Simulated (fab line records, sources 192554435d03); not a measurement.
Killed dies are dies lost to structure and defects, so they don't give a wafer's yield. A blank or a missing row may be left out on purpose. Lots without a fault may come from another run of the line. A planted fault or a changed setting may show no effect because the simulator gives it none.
Split-lot experiment | flow n5_finfet | 7 lots, 39 wafers read, on a route of 1938 steps

THE SPLIT
At N5_SPACER0_ALD_07 (deposits SiNx, target thk 2 nm), the setting target_thk_a was moved away from the recipe's 20 angstrom on 15 of the 39 wafers read, by -53.3% to +45.1%. The other wafers ran this setting at the recipe's value.

The reading is taken at the split's own step.

THE READING
SiNx_of_SPACER0_ALD_07.thk_nm (the simulator's own value, which no gauge read), in nm, at N5_SPACER0_ALD_07 (deposits SiNx, target thk 2 nm). The file gives no usual value for it.

wafer  | tool, chamber at the split | target_thk_a as run, angstrom | against the recipe | SiNx_of_SPACER0_ALD_07.thk_nm, nm | against lot-mates on the recipe
L074.1 | ald_sin-02, 3,2,1          | 20                            | recipe             | 2                                 | -
L074.2 | ald_sin-02, 3,2,1          | 20                            | recipe             | 2                                 | -
L074.4 | ald_sin-02, 3,2,1          | 20                            | recipe             | 2                                 | -
L074.3 | ald_sin-02, 0,2,3          | 29.01                         | +45.1%             | 2.8                               | +0.8
L074.5 | ald_sin-02, 0,2,3          | 29.01                         | +45.1%             | 2.8                               | +0.8
L074.6 | ald_sin-02, 0,2,3          | 29.01                         | +45.1%             | 2.8                               | +0.8
L079.2 | ald_sin-01, 3,0,2          | 20                            | recipe             | 2                                 | -
L079.3 | ald_sin-01, 3,0,2          | 20                            | recipe             | 2                                 | -
L079.5 | ald_sin-01, 3,0,2          | 20                            | recipe             | 2                                 | -
L081.1 | ald_sin-03, 0,3,1,2,3,2    | 20                            | recipe             | 2                                 | -
L081.2 | ald_sin-03, 0,3,1,2,3,2    | 20                            | recipe             | 2                                 | -
L081.3 | ald_sin-03, 0,3,1,2,3,2    | 20                            | recipe             | 2                                 | -
L081.4 | ald_sin-03, 0,3,1,2,3,2    | 20                            | recipe             | 2                                 | -
L081.5 | ald_sin-03, 0,3,1,2,3,2    | 20                            | recipe             | 2                                 | -
L081.6 | ald_sin-03, 0,3,1,2,3,2    | 20                            | recipe             | 2                                 | -
L082.1 | ald_sin-01, 3,2,1          | 20                            | recipe             | 2                                 | -
L082.3 | ald_sin-01, 3,2,1          | 20                            | recipe             | 2                                 | -
L082.5 | ald_sin-01, 3,2,1          | 20                            | recipe             | 2                                 | -
L082.2 | ald_sin-01, 0,1,2          | 9.337                         | -53.3%             | 1                                 | -1.0
L082.4 | ald_sin-01, 0,1,2          | 9.337                         | -53.3%             | 1                                 | -1.0
L082.6 | ald_sin-01, 0,1,2          | 9.337                         | -53.3%             | 1                                 | -1.0
L090.1 | ald_sin-03, 1,0,3          | 23.3                          | +16.5%             | 2.4                               | +0.4
L090.2 | ald_sin-03, 1,0,3          | 23.3                          | +16.5%             | 2.4                               | +0.4
L090.6 | ald_sin-03, 1,0,3          | 23.3                          | +16.5%             | 2.4                               | +0.4
L090.3 | ald_sin-03, 3,2,0          | 20                            | recipe             | 2                                 | -
L090.4 | ald_sin-03, 3,2,0          | 20                            | recipe             | 2                                 | -
L090.5 | ald_sin-03, 3,2,0          | 20                            | recipe             | 2                                 | -
L092.1 | ald_sin-01, 0,2,0          | 11.91                         | -40.4%             | 1.2                               | -0.8
L092.2 | ald_sin-01, 0,2,0          | 11.91                         | -40.4%             | 1.2                               | -0.8
L092.6 | ald_sin-01, 0,2,0          | 11.91                         | -40.4%             | 1.2                               | -0.8
L092.3 | ald_sin-01, 1,3,1          | 20                            | recipe             | 2                                 | -
L092.4 | ald_sin-01, 1,3,1          | 20                            | recipe             | 2                                 | -
L092.5 | ald_sin-01, 1,3,1          | 20                            | recipe             | 2                                 | -
L095.1 | ald_sin-01, 1,2,3          | 11.96                         | -40.2%             | 1.2                               | -0.8
L095.3 | ald_sin-01, 1,2,3          | 11.96                         | -40.2%             | 1.2                               | -0.8
L095.4 | ald_sin-01, 1,2,3          | 11.96                         | -40.2%             | 1.2                               | -0.8
L095.2 | ald_sin-01, 0,2,3          | 20                            | recipe             | 2                                 | -
L095.5 | ald_sin-01, 0,2,3          | 20                            | recipe             | 2                                 | -
L095.6 | ald_sin-01, 0,2,3          | 20                            | recipe             | 2                                 | -
Where a row lists several chambers, the file gives one row for several wafers and doesn't say which wafer went through which chamber.

THE FIT
A straight line over all 39 wafers: SiNx_of_SPACER0_ALD_07.thk_nm changes by +0.0191 nm for each +1% of target_thk_a; r = +1.00; the points scatter about the line by 0.032 nm.
The same after taking each lot's own level away (the mean of its wafers on the recipe; 39 wafers): +0.0191 nm for each +1%; r = +1.00; scatter 0.032 nm.
On that fit, the largest move of target_thk_a shifts the reading by 1 nm.
The lots' own levels span 2.00 to 2.00 nm.
So the lot-to-lot level changes the slope little: the two slopes agree.
Check: with one of the wafers moved furthest among these (-53.3%) left out of the fit, the line predicts -1.02 nm for it against its lot-mates. It came out at -1 nm against them.

OTHER SPLITS ON THESE WAFERS
These wafers also went through other splits before the reading. Each is held against what the fit with the lots' levels taken away leaves over:
other split on the same wafers | wafers away from the commonest value | r with SiNx_of_SPACER0_ALD_07.thk_nm (lot level and that fit taken away)
N5_FIN_SAQP_PECVD_06 time_s    | 15                                   | -0.13

THE FILE'S OWN FIT
SiNx_of_SPACER0_ALD_07.thk_nm changes by +0.0191 nm for each +1% of target_thk_a, r = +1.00.
